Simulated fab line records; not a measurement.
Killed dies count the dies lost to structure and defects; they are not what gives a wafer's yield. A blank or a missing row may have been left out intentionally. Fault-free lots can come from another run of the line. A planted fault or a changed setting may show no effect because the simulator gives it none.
Which tool was responsible? | flow n5 finfet | route of 1938 steps, sampled at 1 step: 12 lots, 36 wafers

== WHAT THE GAUGES READ, wafer by wafer ==
N5_BEOL_M2_OVL_MEAS_29.
lot  | measured     | on         | V1_OVL (nm)
L075 | day 6 16:36  | overlay-02 | 1.0 0.6 0.0
L077 | day 7 08:56  | overlay-02 | 1.4 0.5 1.0
L079 | day 7 22:06  | overlay-02 | 1.9 1.0 1.4
L081 | day 8 12:36  | overlay-01 | -0.5 0.2 1.1
L083 | day 8 23:05  | overlay-02 | 0.3 0.5 0.7
L085 | day 9 13:05  | overlay-02 | 1.4 0.0 0.6
L087 | day 9 20:40  | overlay-01 | 0.2 -0.6 -1.0
L088 | day 10 08:11 | overlay-02 | 1.2 0.4 1.0
L091 | day 11 01:02 | overlay-01 | -0.2 1.2 0.0
L093 | day 11 08:04 | overlay-01 | -0.1 -1.5 -0.4
L095 | day 11 15:25 | overlay-01 | 0.9 0.4 0.1
L097 | day 12 21:10 | overlay-02 | 0.4 0.6 0.6

== WHAT TOOL EACH LOT RAN ON (gives the tool, then ch and the chambers of the sampled wafers, and finally the start) ==
Before these readings, the record contains no process step.

== THE ANSWER, worked out from the rows above alone ==
Rule: usual is defined by the lots themselves. Put in order of their means at a reading, lots are off if they are a third of the lots or fewer, leave a main group of 4 or more, and stand apart from it by a gap of 3 or more times the standard deviation of the main group's means; of several such gaps the widest counts. A main group whose means are all the same, to the digits that the tables above print for the reading, isn't used. Also off: a lot with no number at a reading for which 4 or more lots have one. Any other lot the step has rows for is counted as sound.
Across all readings shown, no lot is off: no conclusion can be drawn from this.

== WHAT THE SIMULATOR HAD PUT IN ==
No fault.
